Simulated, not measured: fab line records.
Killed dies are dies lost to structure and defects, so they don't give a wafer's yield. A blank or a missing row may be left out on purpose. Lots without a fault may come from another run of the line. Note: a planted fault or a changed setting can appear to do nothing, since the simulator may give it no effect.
fab line records | flow nandHarc | part 1 of 2: steps 1 to 4 of 6
record lots=23 wafers=69 lastDay=33
route steps=1302 shown A_CONTACT@1078 A_BLC@1126 A_M0@1150
lots that met no fault: from a run of the same line without faults
startH: hours from the record's first day to the start of the lot's first wafer shown | waitH: hours from the lot's prior step to this one | " as in the row above | L1.1+2: several wafers, shown together as one row | - no value present, or no start provided | * or withheld: withheld | < > ~ a bound
route shown NAME@n: a module of which the file shows steps, and the number in the route of the first | usual: mean and standard deviation over wafers with no fault | same: alike in all rows | chamber/n: place in a boat | sites: per-site readings | _std_site: standard deviation of those values | _edge_site: the outer-site mean with the inner-site mean subtracted | radiusMm: how far each site lies from the wafer's centre | mask NAME#n: copy n | behind: the most recent tool/chamber to have shaped the wafer | hold: cause of the lot's hold/its duration in hours/its outcome | device: which transistor (n, p or np) failed to switch | end of line: tests of these same wafers at the route's end | where a step has no rows: the recipe by itself | killed: count of dies lost to structure and defects at first sort (not the wafer's yield) | map: a wafer's dies, x killed, . not, _ none there
set.NAME: the setting that was run; set.NAME@STEP: the one run at that earlier step | model.NAME: the simulator's own value behind a step, which no gauge read
one table for each step of the route and one row for each wafer, over a sample of lots
services: the hour from which a tool's chamber was out of use, counted from the record's first day as startH (under 0 if before that day), plus the number of hours and why
## steps
# step NHARC_A_CONTACT_CD_MEAS_08
# recipe targetCdNm=200 landingEnergyEv=500
# usual cdNm=200.0/0.41
# columns lot.wafer tool chamber startH waitH cdNm
L074.1 cdSem-01 0 520.21 - 200.8
L074.2 " 0 " " 200.1
L074.3 " 0 " " 200.0
L075.1 cdSem-01 0 521.53 - 200.3
L075.3 " 0 " " 200.1
L075.5 " 0 " " 201.2
L076.1 cdSem-03 0 529.30 - 200.3
L076.4 " 0 " " 200.1
L076.5 " 0 " " 200.2
L078.1 cdSem-01 0 546.78 - 200.1
L078.2 " 0 " " 199.7
L078.3 " 0 " " 200.1
L077.2 cdSem-02 0 547.81 - 199.6
L077.4 " 0 " " 200.3
L077.6 " 0 " " 200.0
L079.1 cdSem-01 0 564.89 - 199.4
L079.2 " 0 " " 199.5
L079.3 " 0 " " 199.7
L080.1 cdSem-02 0 570.52 - 200.5
L080.2 " 0 " " 199.1
L080.6 " 0 " " 198.9
L081.1 cdSem-02 0 574.69 - 199.3
L081.3 " 0 " " 200.2
L081.5 " 0 " " 199.8
L083.1 cdSem-03 0 591.74 - 200.5
L083.2 " 0 " " 200.9
L083.6 " 0 " " 200.0
L082.1 cdSem-03 0 593.98 - 199.1
L082.2 " 0 " " 200.0
L082.3 " 0 " " 199.7
L085.1 cdSem-02 0 613.62 - 199.9
L085.4 " 0 " " 199.8
L085.5 " 0 " " 199.9
L084.2 cdSem-03 0 617.50 - 200.0
L084.3 " 0 " " 199.2
L084.6 " 0 " " 200.1
L086.1 cdSem-03 0 628.49 - 200.2
L086.2 " 0 " " 200.0
L086.5 " 0 " " 200.1
L089.1 cdSem-02 0 665.84 - 199.8
L089.2 " 0 " " 200.0
L089.6 " 0 " " 199.9
L088.2 cdSem-01 0 666.70 - 200.3
L088.4 " 0 " " 200.1
L088.5 " 0 " " 200.4
L090.1 cdSem-03 0 683.25 - 200.5
L090.3 " 0 " " 200.1
L090.6 " 0 " " 200.0
L091.2 cdSem-01 0 683.42 - 199.2
L091.3 " 0 " " 199.3
L091.4 " 0 " " 199.4
L093.1 cdSem-02 0 707.32 - 199.5
L093.3 " 0 " " 199.7
L093.4 " 0 " " 199.7
L092.2 cdSem-01 0 707.45 - 200.4
L092.3 " 0 " " 199.8
L092.4 " 0 " " 200.6
L095.1 cdSem-03 0 720.57 - 199.9
L095.2 " 0 " " 200.0
L095.5 " 0 " " 200.2
L096.1 cdSem-03 0 722.05 - 200.6
L096.2 " 0 " " 200.4
L096.5 " 0 " " 199.5
L094.1 cdSem-02 0 729.21 - 199.7
L094.3 " 0 " " 200.1
L094.6 " 0 " " 200.5
L097.2 cdSem-03 0 733.25 - 199.9
L097.3 " 0 " " 199.7
L097.4 " 0 " " 199.9
# step NHARC_A_CONTACT_DESCUM_13
# recipe timeS=3 o2FlowSccm=200 arFlowSccm=0 biasPowerW=0 chemistry=O2
# usual drypumpMotorCurrentA=5.7/0.49 oesProductAu=1.003/0.0072 rfVppV=58.0/1 showerheadPlenumPTorr=1.96/0.12 throttleValvePct=11.312/0.0092
# columns lot.wafer tool chamber startH waitH drypumpMotorCurrentA oesProductAu rfHoursCounterH rfVppV showerheadPlenumPTorr throttleValvePct
L074.3 rieDiel-11 1 520.40 0.1 5.5 0.998 11 58.7 2.07 11.315
L074.1 " 2 " " 5.1 1.015 10 59.0 2.06 11.328
L074.2 " 0 " " 6.4 1.019 12 57.3 1.81 11.307
L075.3 rieDiel-11 0 521.71 0.1 6.4 1.002 13 56.9 1.81 11.286
L075.1 " 1 " " 5.5 1.001 11 59.3 2.07 11.314
L075.5 " 0 " " 6.3 0.992 - 55.5 1.81 11.309
L076.1 rieDiel-04 1 529.50 0.1 5.0 1.002 59 56.6 1.76 11.311
L076.4 " 0 " " 5.7 0.992 46 57.0 2.02 11.314
L076.5 " 2 " " 5.4 0.996 - 56.3 1.78 11.306
L078.3 rieDiel-04 1 546.97 0.1 5.0 1.006 2 59.6 2.08 11.310
L078.1 " 2 " " 5.4 0.998 1 56.2 1.78 11.297
L078.2 " 0 " " 5.7 1.001 2 57.9 2.02 11.309
L077.2 rieDiel-01 2 548.01 0.1 5.8 1.009 53 57.5 1.95 11.315
L077.4 " 3 " " 6.8 0.997 48 59.0 2.06 11.302
L077.6 " 3 " " 6.8 0.995 - 57.4 2.06 11.307
L079.1 rieDiel-11 2 565.07 0.1 5.1 1.013 18 59.0 2.06 11.319
L079.3 " 3 " " 5.6 1.005 18 57.8 2.07 11.319
L079.2 " 0 " " 6.3 1.005 19 56.2 1.81 11.320
L080.2 rieDiel-11 1 570.71 0.1 5.5 1.007 20 57.4 2.07 11.319
L080.1 " 3 " " 5.6 1.008 20 58.6 2.07 11.314
L080.6 " 1 " " 5.5 0.999 - 57.7 2.07 11.313
L081.3 rieDiel-01 0 574.89 0.1 5.3 1.008 3 58.3 1.84 11.293
L081.1 " 1 " " 5.9 1.006 3 56.9 1.82 11.311
L081.5 " 3 " " 6.8 1.003 - 58.2 2.06 11.320
L083.1 rieDiel-11 0 591.93 0.1 6.4 1.010 24 58.0 1.81 11.309
L083.2 " 2 " " 5.1 1.009 23 57.3 2.06 11.328
L083.6 " 0 " " 6.3 1.009 - 56.9 1.81 11.316
L082.1 rieDiel-11 3 594.18 0.1 5.6 0.993 24 56.4 2.07 11.310
L082.3 " 0 " " 6.3 0.999 25 56.4 1.81 11.330
L082.2 " 1 " " 5.5 1.001 24 59.3 2.07 11.313
L085.4 rieDiel-01 0 613.80 0.1 5.4 0.998 19 57.7 1.83 11.313
L085.1 " 3 " " 6.8 1.004 21 58.2 2.05 11.309
L085.5 " 1 " " 5.8 1.005 - 57.1 1.82 11.298
L084.2 rieDiel-01 1 617.68 0.1 5.8 0.990 14 58.6 1.82 11.308
L084.3 " 2 " " 5.8 1.003 21 58.4 1.95 11.322
L084.6 " 2 " " 5.9 0.996 - 59.1 1.95 11.312
L086.2 rieDiel-11 1 628.68 0.1 5.5 1.009 1 58.8 2.07 11.325
L086.1 " 0 " " 6.3 1.008 1 57.3 1.81 11.302
L086.5 " 1 " " 5.5 1.015 - 58.8 2.07 11.299
L089.2 rieDiel-11 2 666.02 0.1 5.1 1.002 7 59.4 2.06 11.314
L089.1 " 3 " " 5.6 1.003 8 58.0 2.06 11.312
L089.6 " 0 " " 6.4 0.998 - 57.6 1.80 11.325
L088.2 rieDiel-01 2 666.88 0.1 5.8 1.018 41 58.9 1.94 11.307
L088.4 " 3 " " 6.8 1.005 40 58.2 2.05 11.300
L088.5 " 2 " " 5.9 1.003 - 58.5 1.94 11.307
L090.3 rieDiel-11 1 683.46 0.1 5.5 1.006 5 58.6 2.07 11.326
L090.1 " 2 " " 5.1 0.996 8 58.6 2.05 11.323
L090.6 " 0 " " 6.3 1.007 - 58.8 1.80 11.308
L091.4 rieDiel-11 2 683.60 0.1 5.1 1.006 8 58.7 2.05 11.295
L091.3 " 3 " " 5.6 0.994 9 57.5 2.06 11.311
L091.2 " 1 " " 5.5 1.006 6 60.3 2.07 11.301
L093.1 rieDiel-11 3 707.51 0.1 5.6 1.004 12 59.6 2.06 11.315
L093.3 " 1 " " 5.5 1.016 10 60.1 2.06 11.311
L093.4 " 2 " " 5.1 1.014 12 58.0 2.05 11.311
L092.4 rieDiel-01 0 707.64 0.1 5.4 1.010 52 57.9 1.82 11.313
L092.2 " 1 " " 5.8 0.996 45 55.9 1.81 11.303
L092.3 " 2 " " 5.8 1.008 54 58.2 1.93 11.323
L095.2 rieDiel-11 0 720.78 0.1 6.3 1.005 18 55.6 1.80 11.330
L095.1 " 1 " " 5.5 0.999 16 58.2 2.06 11.307
L095.5 " 3 " " 5.6 0.988 - 59.3 2.06 11.315
L096.2 rieDiel-04 0 722.25 0.1 5.7 1.010 2 57.4 2.00 11.299
L096.1 " 2 " " 5.4 1.009 1 57.7 2.08 11.312
L096.5 " 0 " " 5.7 0.999 - 57.9 2.00 11.308
L094.3 rieDiel-04 2 729.40 0.1 5.4 0.993 3 57.8 2.08 11.324
L094.1 " 1 " " 5.0 1.014 3 59.2 2.06 11.309
L094.6 " 3 " " 5.4 1.000 - 56.6 1.84 11.321
L097.2 rieDiel-01 0 733.44 0.1 5.3 0.991 63 59.4 1.82 11.313
L097.4 " 1 " " 5.8 0.988 54 58.6 1.80 11.298
L097.3 " 2 " " 5.8 1.008 63 56.4 1.93 11.310
# step NHARC_A_CONTACT_CVD_19
# recipe targetThkA=3000 tempC=300 pressureTorr=40 wf6FlowSccm=40 h2FlowSccm=1600 arFlowSccm=1560 timeS=802 material=W
# usual heaterPowerW=504/33 susceptorTempC=299.97/0.18 throttleValvePct=7.99/0.16
# columns lot.wafer tool chamber startH waitH heaterPowerW susceptorTempC throttleValvePct
L074.1 cvdW-01 1 - - 477 300.22 7.99
L074.2 " 0 " " 517 300.19 8.11
L074.3 " 0 " " 490 300.08 8.03
L075.1 cvdW-02 1 - - 495 - 8.04
L075.3 " 0 " " 561 - 8.08
L075.5 " 0 " " 564 - 7.55
L076.1 cvdW-02 0 - - 533 300.07 7.91
L076.4 " 0 " " 556 299.96 7.89
L076.5 " 1 " " 503 300.06 7.80
L078.1 cvdW-02 0 - - 554 299.92 8.02
L078.2 " 1 " " 505 300.30 7.75
L078.3 " 1 " " 490 299.93 8.06
L077.2 cvdW-02 1 - - 510 299.83 7.83
L077.4 " 0 " " 566 300.46 8.01
L077.6 " 0 " " 541 300.09 7.89
L079.1 cvdW-02 0 - - 546 300.13 7.92
L079.2 " 1 " " 498 299.85 7.91
L079.3 " 0 " " 551 300.19 8.10
L080.1 cvdW-02 0 - - 546 300.00 7.93
L080.2 " 1 " " 510 300.07 7.95
L080.6 " 0 " " 563 300.18 8.07
L081.1 cvdW-01 1 - - 451 299.66 7.97
L081.3 " 0 " " 498 299.89 7.83
L081.5 " 0 " " 483 299.71 7.59
L083.2 cvdW-02 0 - - 563 299.78 8.17
L083.1 " 1 " " 499 299.90 8.05
L083.6 " 1 " " 502 300.00 8.04
L082.2 cvdW-02 0 - - 554 299.88 8.21
L082.1 " 1 " " 510 299.90 7.98
L082.3 " 0 " " 559 299.78 8.08
L085.1 cvdW-01 0 - - 482 300.27 7.84
L085.4 " 1 " " 444 299.85 8.09
L085.5 " 1 " " 454 299.89 7.70
L084.2 cvdW-02 1 - - 499 300.01 7.98
L084.3 " 1 " " 494 300.22 8.21
L084.6 " 1 " " 502 300.12 8.03
L086.2 cvdW-01 1 - - 446 299.72 8.13
L086.1 " 0 " " 484 300.16 8.09
L086.5 " 0 " " 492 299.91 7.85
L089.1 cvdW-01 0 - - 484 - 8.14
L089.2 " 1 " " 461 - 8.09
L089.6 " 0 " " 509 - 8.12
L088.2 cvdW-02 0 - - 563 299.82 8.03
L088.4 " 0 " " 568 299.73 7.91
L088.5 " 0 " " 562 300.20 8.24
L090.1 cvdW-01 0 - - 474 300.11 7.87
L090.3 " 1 " " 453 300.16 8.06
L090.6 " 1 " " 457 300.23 8.04
L091.2 cvdW-01 1 - - 466 - 7.92
L091.4 " 1 " " 475 - 7.95
L091.3 " 0 " " 481 - 8.07
L092.2 cvdW-01 0 - - 483 300.06 7.89
L092.4 " 1 " " 464 300.18 8.21
L092.3 " 0 " " 496 300.14 8.17
L093.1 cvdW-02 0 - - 516 300.28 8.17
L093.3 " 1 " " 486 299.64 8.00
L093.4 " 0 " " 516 300.27 7.95
L095.1 cvdW-01 1 - - 474 - 8.24
L095.2 " 0 " " 492 - 7.94
L095.5 " 0 " " 489 - 8.39
L096.2 cvdW-02 0 - - 508 300.05 7.66
L096.1 " 1 " " 490 299.59 7.76
L096.5 " 0 " " 532 299.96 8.04
L094.1 cvdW-02 0 - - 522 - 7.73
L094.3 " 1 " " 497 - 7.70
L094.6 " 0 " " 507 - 8.26
L097.2 cvdW-02 1 - - 480 300.17 7.55
L097.4 " 1 " " 492 300.22 7.80
L097.3 " 0 " " 521 299.90 8.05
# step NHARC_A_BLC_STRIP_21
# recipe o2FlowSccm=500 arFlowSccm=0 biasW=0 chemistry=O2
# usual drypumpMotorCurrentA=5.9/0.51 oesProductAu=1.001/0.0075 rfVppV=57.9/0.93 showerheadPlenumPTorr=3.54/0.14 throttleValvePct=17.035/0.0088
# columns lot.wafer tool chamber startH waitH drypumpMotorCurrentA oesProductAu rfHoursCounterH rfVppV showerheadPlenumPTorr throttleValvePct
L074.1 rieDiel-03 3 528.03 0.1 4.9 0.995 7 58.4 3.38 17.027
L074.3 " 0 " " 5.7 1.000 7 60.4 3.73 17.044
L074.2 " 2 " " 5.9 0.993 5 58.1 3.58 17.037
L075.1 rieDiel-10 1 529.16 0.1 6.5 0.994 5 57.0 3.36 17.034
L075.3 " 2 " " 6.0 1.000 3 59.2 3.63 17.029
L075.5 " 3 " " 6.5 0.999 - 59.4 3.57 17.022
L076.4 rieDiel-10 3 537.02 0.1 6.5 1.001 5 58.4 3.57 17.030
L076.1 " 1 " " 6.5 1.002 5 57.0 3.36 17.028
L076.5 " 0 " " 6.3 1.012 - 59.4 3.54 17.046
L078.3 rieDiel-03 0 554.48 0.1 5.7 1.004 9 59.9 3.73 17.027
L078.2 " 2 " " 5.9 1.002 7 56.9 3.58 17.042
L078.1 " 3 " " 4.8 0.996 10 57.4 3.38 17.039
L077.4 rieDiel-10 0 555.52 0.1 6.4 1.005 7 59.1 3.54 17.045
L077.2 " 3 " " 6.6 0.999 6 58.2 3.57 17.036
L077.6 " 1 " " 6.5 0.997 - 57.6 3.36 17.032
L079.2 rieDiel-10 2 572.56 0.1 6.0 1.005 6 59.0 3.62 17.022
L079.3 " 0 " " 6.4 1.005 8 57.7 3.54 17.048
L079.1 " 1 " " 6.5 0.983 8 56.1 3.36 17.035
L080.1 rieDiel-03 3 578.17 0.1 4.8 0.983 11 57.9 3.38 17.041
L080.2 " 1 " " 6.0 1.001 9 55.8 3.41 17.033
L080.6 " 3 " " 4.9 1.002 - 59.5 3.38 17.042
L081.3 rieDiel-09 0 582.37 0.1 5.9 1.001 21 58.1 3.80 17.026
L081.1 " 1 " " 5.9 1.006 32 58.6 3.63 17.038
L081.5 " 3 " " 5.6 1.007 - 57.9 3.76 17.033
L083.1 rieDiel-03 1 599.25 0.1 6.0 1.005 12 58.5 3.41 17.024
L083.2 " 0 " " 5.7 0.997 14 57.5 3.72 17.025
L083.6 " 2 " " 5.9 0.985 - 57.2 3.58 17.042
L082.2 rieDiel-03 1 601.50 0.1 6.0 1.003 13 58.1 3.41 17.042
L082.3 " 3 " " 4.9 1.001 15 57.3 3.38 17.046
L082.1 " 0 " " 5.7 1.005 15 56.7 3.72 17.048
L085.1 rieDiel-10 3 621.26 0.1 6.5 1.001 0 57.9 3.57 17.024
L085.4 " 1 " " 6.5 0.994 0 57.9 3.36 17.020
L085.5 " 3 " " 6.5 1.001 - 56.6 3.57 17.026
L084.2 rieDiel-03 0 625.06 0.1 5.7 0.998 17 57.7 3.72 17.037
L084.3 " 1 " " 6.0 0.998 15 57.7 3.41 17.021
L084.6 " 0 " " 5.7 0.992 - 58.2 3.72 17.022
L086.2 rieDiel-10 2 636.17 0.1 6.0 1.008 2 57.8 3.62 17.029
L086.1 " 3 " " 6.6 1.000 2 57.7 3.57 17.043
L086.5 " 1 " " 6.5 0.995 - 56.6 3.36 17.054
L089.2 rieDiel-03 2 673.89 0.1 5.9 0.984 2 57.9 3.58 17.038
L089.1 " 3 " " 4.8 0.999 2 57.6 3.37 17.037
L089.6 " 0 " " 5.7 0.988 - 56.8 3.72 17.040
L088.2 rieDiel-03 3 674.75 0.1 4.8 1.004 2 57.0 3.37 17.042
L088.4 " 2 " " 5.9 0.989 2 59.9 3.58 17.040
L088.5 " 3 " " 4.8 1.006 - 58.1 3.38 17.022
L090.3 rieDiel-03 3 690.97 0.1 4.8 1.004 3 58.4 3.37 17.026
L090.1 " 2 " " 5.9 0.993 4 58.0 3.58 17.040
L090.6 " 0 " " 5.7 0.990 - 58.9 3.72 17.043
L091.3 rieDiel-09 3 692.35 0.1 5.6 1.017 2 58.6 3.74 17.021
L091.2 " 1 " " 5.9 1.009 2 57.5 3.62 17.035
L091.4 " 2 " " 6.0 0.999 2 60.1 3.81 17.016
L092.4 rieDiel-10 3 715.66 0.1 6.5 1.019 7 57.8 3.57 17.043
L092.2 " 0 " " 6.3 1.004 6 57.7 3.54 17.027
L092.3 " 1 " " 6.5 1.008 6 57.5 3.35 17.025
L093.1 rieDiel-10 1 716.04 0.1 6.5 0.998 7 58.2 3.35 17.027
L093.3 " 3 " " 6.6 1.014 7 57.8 3.57 17.042
L093.4 " 0 " " 6.4 0.992 6 57.5 3.54 17.027
L095.1 rieDiel-03 0 728.70 0.1 5.7 0.995 8 59.6 3.72 17.044
L095.2 " 1 " " 6.0 1.015 8 58.0 3.41 17.042
L095.5 " 0 " " 5.7 0.994 - 58.7 3.72 17.044
L096.1 rieDiel-10 2 729.70 0.1 6.0 1.010 8 58.4 3.62 17.033
L096.2 " 3 " " 6.5 1.008 8 58.7 3.57 17.027
L096.5 " 0 " " 6.4 1.006 - 58.8 3.54 17.029
L094.1 rieDiel-03 1 737.30 0.1 6.0 1.007 9 59.0 3.41 17.043
L094.3 " 2 " " 5.9 1.000 9 58.4 3.57 17.045
L094.6 " 0 " " 5.7 1.007 - 58.4 3.72 17.043
L097.3 rieDiel-03 3 741.40 0.1 4.8 1.003 9 58.6 3.37 17.039
L097.4 " 0 " " 5.7 0.992 9 59.4 3.72 17.025
L097.2 " 1 " " 6.0 1.010 9 57.4 3.41 17.050
